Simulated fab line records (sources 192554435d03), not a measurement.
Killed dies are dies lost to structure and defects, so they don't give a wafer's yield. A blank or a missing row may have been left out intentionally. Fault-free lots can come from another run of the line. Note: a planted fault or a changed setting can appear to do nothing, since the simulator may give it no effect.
Split-lot experiment | flow n5_finfet | 21 wafers read across 7 lots, on a route 1938 steps long

SPLIT DETAILS
At N5_WELL_APT_COAT_02 (resist thk 950 nm), the setting spin_rpm was moved away from the recipe's 1357 rpm on 10 of the 21 wafers read, by -10.2% to +8.7%. This setting was run at the recipe's value on the other wafers.

The reading is taken at the split's own step.

THE READING
coat_of_WELL_APT_COAT_02.thk_nm (the simulator's own value, which no gauge read), in nm, at N5_WELL_APT_COAT_02 (resist thk 950 nm). There is no usual value for it anywhere in the file. Across the 11 wafers here that went through the recipe, the average is 948.7 nm and the standard deviation 2.5 nm.

wafer  | tool, chamber at the split | spin_rpm as run, rpm | against the recipe | coat_of_WELL_APT_COAT_02.thk_nm, nm | against lot-mates on the recipe
L082.4 | litho_track-01, 0          | 1357                 | recipe             | 950.5                               | -
L082.5 | litho_track-01, 0          | 1218                 | -10.2%             | 1000                                | +49.5
L082.6 | litho_track-01, 0          | 1218                 | -10.2%             | 1002                                | +51.5
L088.2 | litho_track-03, 0          | 1357                 | recipe             | 946.8                               | -
L088.3 | litho_track-03, 0          | 1357                 | recipe             | 951.8                               | -
L088.5 | litho_track-03, 0          | 1357                 | recipe             | 948.8                               | -
L090.2 | litho_track-01, 0          | 1434                 | +5.7%              | 922.9                               | -24.3
L090.4 | litho_track-01, 0          | 1357                 | recipe             | 947.2                               | -
L090.6 | litho_track-01, 0          | 1434                 | +5.7%              | 920.6                               | -26.6
L091.1 | litho_track-03, 0          | 1357                 | recipe             | 953.1                               | -
L091.4 | litho_track-03, 0          | 1475                 | +8.7%              | 912.7                               | -40.4
L091.6 | litho_track-03, 0          | 1475                 | +8.7%              | 914.3                               | -38.8
L092.3 | litho_track-05, 0          | 1233                 | -9.1%              | 993.2                               | +49.8
L092.4 | litho_track-05, 0          | 1233                 | -9.1%              | 996.3                               | +52.9
L092.6 | litho_track-05, 0          | 1357                 | recipe             | 943.4                               | -
L095.1 | litho_track-01, 0          | 1357                 | recipe             | 946.6                               | -
L095.2 | litho_track-01, 0          | 1357                 | recipe             | 948.6                               | -
L095.5 | litho_track-01, 0          | 1357                 | recipe             | 949                                 | -
L096.1 | litho_track-03, 0          | 1424                 | +4.9%              | 927.9                               | -21.7
L096.3 | litho_track-03, 0          | 1357                 | recipe             | 949.6                               | -
L096.5 | litho_track-03, 0          | 1424                 | +4.9%              | 928.6                               | -21.0

THE FIT
A straight line over all 21 wafers: coat_of_WELL_APT_COAT_02.thk_nm changes by -4.73 nm for each +1% of spin_rpm; r = -0.99; the points scatter about the line by 3 nm.
The same after taking each lot's own level away (the mean of its wafers on the recipe; 21 wafers): -4.93 nm for each +1%; r = -1.00; scatter 2.5 nm.
That fit puts the effect of the largest move of spin_rpm on the reading at 50 nm.
The span of the lots' own levels, 943.40 to 953.10 nm, comes to 3.8 times the standard deviation stated above.
So the lot-to-lot level changes the slope little: the two slopes agree.
Check: +52.6 nm against its lot-mates is what the line predicts for one of the wafers moved furthest among these (-10.2%) when that wafer is left out of the fit. It came out at +49.5 nm against them.

THE FILE'S OWN FIT
coat_of_WELL_APT_COAT_02.thk_nm changes by -4.93 nm for each +1% of spin_rpm, r = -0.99.
